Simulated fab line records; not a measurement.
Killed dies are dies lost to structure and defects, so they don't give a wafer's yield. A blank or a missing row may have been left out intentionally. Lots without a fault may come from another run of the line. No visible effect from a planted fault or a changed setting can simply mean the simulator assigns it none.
Matching of chambers || flow n5Finfet || aldMetal-02 running N5_BEOL_M0_ALD_136: 4 sister chambers
The step deposits TaN, pulse time 2 s, purge time 3 s, co reactant purge time 2 s. 4 wafers are shown with their chamber, then 11 later ones without.

## WAFERS PAIRED WITH THEIR CHAMBERS
{"wafer": "L087.1", "chamber": 1, "heaterPowerW (W)": 368}
{"wafer": "L087.5", "chamber": 2, "heaterPowerW (W)": 373}
{"wafer": "L090.6", "chamber": 0, "heaterPowerW (W)": 394}
{"wafer": "L093.2", "chamber": 3, "heaterPowerW (W)": 398}

## WAFERS WITHOUT THEIR CHAMBER
{"wafer": "L093.3", "heaterPowerW (W)": 393}
{"wafer": "L093.4", "heaterPowerW (W)": 367}
{"wafer": "L094.3", "heaterPowerW (W)": 396}
{"wafer": "L094.5", "heaterPowerW (W)": 373}
{"wafer": "L094.6", "heaterPowerW (W)": 404}
{"wafer": "L095.2", "heaterPowerW (W)": 393}
{"wafer": "L095.5", "heaterPowerW (W)": 377}
{"wafer": "L095.6", "heaterPowerW (W)": 402}
{"wafer": "L096.1", "heaterPowerW (W)": 395}
{"wafer": "L096.2", "heaterPowerW (W)": 371}
{"wafer": "L096.5", "heaterPowerW (W)": 401}

## THE CHAMBER EACH PASSED THROUGH
{"wafer": "L093.3", "from the rows above": "can't be placed: 0 or 3", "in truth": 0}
{"wafer": "L093.4", "from the rows above": "can't be placed: 1 or 2", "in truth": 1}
{"wafer": "L094.3", "from the rows above": "can't be placed: 0 or 3", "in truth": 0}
{"wafer": "L094.5", "from the rows above": "can't be placed: 2 or 1", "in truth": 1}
{"wafer": "L094.6", "from the rows above": "can't be placed: 3 or 0", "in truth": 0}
{"wafer": "L095.2", "from the rows above": "can't be placed: 0 or 3", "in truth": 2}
{"wafer": "L095.5", "from the rows above": "can't be placed: 2 or 1", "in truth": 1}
{"wafer": "L095.6", "from the rows above": "can't be placed: 3 or 0", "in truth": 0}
{"wafer": "L096.1", "from the rows above": "can't be placed: 0 or 3", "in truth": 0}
{"wafer": "L096.2", "from the rows above": "can't be placed: 2 or 1", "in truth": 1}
{"wafer": "L096.5", "from the rows above": "can't be placed: 3 or 0", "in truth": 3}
Correct placement for 0 of the 11. Can't be placed from these rows: 11 (the true chamber is among the candidates in 10). 0 placed wrongly.
How it was worked out, from the rows above alone: a wafer's distance from a chamber is the root of the sum, over the readings, of the square of ((its reading less the chamber's mean) divided by the reading's scatter). The wafer belongs to the nearest chamber; if the next one is less than 2 further off, it can't be placed. Each chamber's mean is taken over the wafers shown for it. The scatter (one wafer shown for each chamber): square how far every hidden wafer sits from the nearest shown wafer, average those squares and take the square root.
